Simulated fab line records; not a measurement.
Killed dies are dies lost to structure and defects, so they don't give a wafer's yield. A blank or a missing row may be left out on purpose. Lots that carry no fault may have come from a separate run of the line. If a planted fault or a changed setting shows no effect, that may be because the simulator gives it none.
A struck lot beside a sound one -- flow n5 finfet -- 42 steps out of a route of 1938
Sound: these wafers, L246.2, L246.4, L246.6. Struck: wafer L249.6. (L249.1, L249.5 of the same lot were not struck and are left out.) The cause comes at the end.
At each step with rows: each side's tool, then ch and its chambers, then its first start. Under that, the readings that differ: sound wafers -- struck wafers -- difference of the means -- sigmas: that difference in standard deviations of wafers without a fault.
alike: same words and numbers on both sides, and readings whose means sit less than 2 such deviations apart. not compared: any withheld reading, any reading some wafer has no value for, any bound like >300 that may hide the same value, and any number with overlapping values for which the record gives no deviation.
The two part at a step that has a row with sigmas, a row that says differs or no value, or rows on one side only. Numbers that have no deviation but don't overlap get no sigmas and don't part them. A reading missing from all wafers of one side parts the sides only when that side holds two or more wafers.

first, 12 steps without rows for these wafers: N5_SD_EPI_N_STRIP_36 (strips in N2/H2); N5_SD_EPI_N_ETCHBACK_44 (etches SiNx in CH3F/O2, stops on SiO2, target depth 14.5 nm); N5_SD_EPI_N_ETCH_45 (etches SiOCN in CH3F/O2, target depth 6 nm); N5_SD_EPI_N_ETCH_16 (etches SiO2 in CHF3/O2, target depth 5 nm); N5_SD_EPI_N_STRIP_47 (strips in CHF3/O2); N5_SD_EPI_N_SD_RECESS_17 (chemistry HBr/Cl2/O2, target depth 41 nm, time 23.7 s, bt time 3 s); N5_SD_EPI_N_STRIP_38 (strips in N2/H2); N5_SD_EPI_N_WET_ETCH_43 (etches SiO2 in dHF, time 14 s, target depth 1.5 nm); N5_SD_EPI_N_STRIP_18 (strips in SPM, time 750 s); N5_SD_EPI_N_SRD_20 (time 30 s); N5_SD_EPI_N_PRECLEAN_48 (cleans in NF3:NH3, afs cycles 2, time 20 s, sublimation time 60 s); N5_SD_EPI_N_VAPOR_ETCH_50 (etches Si in HCl, time 54 s).
N5_SD_EPI_N_EPI_21: deposits Si:P, time 690 s.
  sound on epi rpcvd-03 ch 0, day 5 18:11; struck on epi rpcvd-03 ch 0, day 6 12:20
reading,sound,struck,difference,sigmas
epi growth time s (s),690 690 690,586.51,-103.49,
model.Si-P_of_SD_EPI_N_EPI_21.thk nm (nm),59 58.8 58.8,52.2,-6.7,
N5_SD_EPI_N_EPI_MEAS_23:
  struck on film metro-02, day 6 13:07; sound on film metro-02, day 5 19:38
reading,sound,struck,difference,sigmas
thk nm (nm),57.5 58.1 58.6,52.9,-5.2,-4
then, 24 steps without rows for these wafers: N5_SD_EPI_N_PRECLEAN_24 (cleans in O3/DIW, time 60 s); N5_SD_EPI_N_SRD_25 (time 30 s); N5_SD_EPI_N_PRECLEAN_49 (cleans in NF3:NH3, afs cycles 1, time 20 s, sublimation time 60 s); N5_SD_EPI_N_LINER_46 (material SiNx, target thk 3 nm); N5_SD_EPI_P_COAT_34 (time 60 s, resist thk 350 nm); N5_SD_EPI_P_COAT_35 (time 60 s, resist thk 35 nm); N5_SD_EPI_P_COAT_03 (resist thk 150 nm); N5_SD_EPI_P_EBR_05; N5_SD_EPI_P_SOFTBAKE_04 (time 60 s); N5_SD_EPI_P_EXPOSE_06 (exposes mask SD P BLK, target cd 240 nm); N5_SD_EPI_P_PEB_07 (peb time 60 s); N5_SD_EPI_P_DEVELOP_08 (develop time 30 s); N5_SD_EPI_P_DESCUM_14 (chemistry O2, time 7.9 s); N5_SD_EPI_P_ETCH_36 (etches SiARC in CF4, target depth 45.5 nm, time 75.8 s); N5_SD_EPI_P_ETCH_37 (etches SOC in N2/H2, overetch 108 nm, time 486 s); N5_SD_EPI_P_STRIP_38 (strips in N2/H2); N5_SD_EPI_P_ETCHBACK_46 (etches SiNx in CH3F/O2, stops on SiO2, target depth 17.5 nm); N5_SD_EPI_P_ETCH_47 (etches SiOCN in CH3F/O2, target depth 25 nm); N5_SD_EPI_P_ETCH_16 (etches SiO2 in CHF3/O2, target depth 5 nm); N5_SD_EPI_P_STRIP_50 (strips in CHF3/O2); N5_SD_EPI_P_SD_RECESS_17 (chemistry HBr/Cl2/O2, target depth 39.1 nm, bt time 3 s); N5_SD_EPI_P_WET_ETCH_45 (etches SiO2 in dHF, time 10.7 s, target depth 2 nm, rinse time 30 s); N5_SD_EPI_P_STRIP_40 (strips in N2/H2); N5_SD_EPI_P_PRECLEAN_52 (cleans in O3/DIW, time 60 s).
N5_SD_EPI_P_PRECLEAN_24: cleans in O3/DIW, time 45 s.
  sound on wet bench-02 ch 3,4,7, day 6 00:31; struck on wet bench-05 ch 6, day 6 19:40
reading,sound,struck,difference,sigmas
model.Si-P_of_SD_EPI_N_EPI_21.thk nm (nm),58.2 58 58,51.4,-6.7,
N5_SD_ACTIVATION_RS_MEAS_03: measurement is done with a four-point probe.
  struck on film metro-01, day 6 20:16; sound on film metro-02, day 6 01:13
reading,sound,struck,difference,sigmas
RS_SD_N (ohm/sq),22.0 22.2 22.0,24.9,+2.8,+9
RS_SD_P (ohm/sq),57.4 57.8 56.9,55.3,-2.1,-3
-- the record jumps here: 5 days lie between the struck wafers' starts before and after (it left off in module SD_ACTIVATION and takes up again in module BEOL_M4, whose first step shown is number 1111 of the route) --
N5_BEOL_M4_RC_MEAS_101:
  sound on prober-01 ch 0, day 10 14:41; struck on prober-02 ch 0, day 11 14:02
reading,sound,struck,difference,sigmas
DIBL_N (mV/V),35.4 37.1 36.7,38.9,+2.5,+2
ION_N (uA/um),667 686 678,657,-20,-2
ION_P (uA/um),460 462 467,450,-13,-2
REXT_N (ohm.um),75.2 74.8 74.5,79.3,+4.5,+3
RS_SD_N (ohm/sq),28.5 28.8 28.7,31.9,+3.2,+9
  alike: DIBL_P, IOFF_N, IOFF_P, SS_N, SS_P, VT_N, VT_P
N5_PASSIVATION_PROBE_49:
  sound wafers here have rows in the record (prober-01, day 15 01:53); struck ones have none

WHERE THEY PART
At N5_SD_EPI_N_EPI_MEAS_23 first; at N5_PASSIVATION_PROBE_49 last (within this record only).

WHY: what the simulator had put in
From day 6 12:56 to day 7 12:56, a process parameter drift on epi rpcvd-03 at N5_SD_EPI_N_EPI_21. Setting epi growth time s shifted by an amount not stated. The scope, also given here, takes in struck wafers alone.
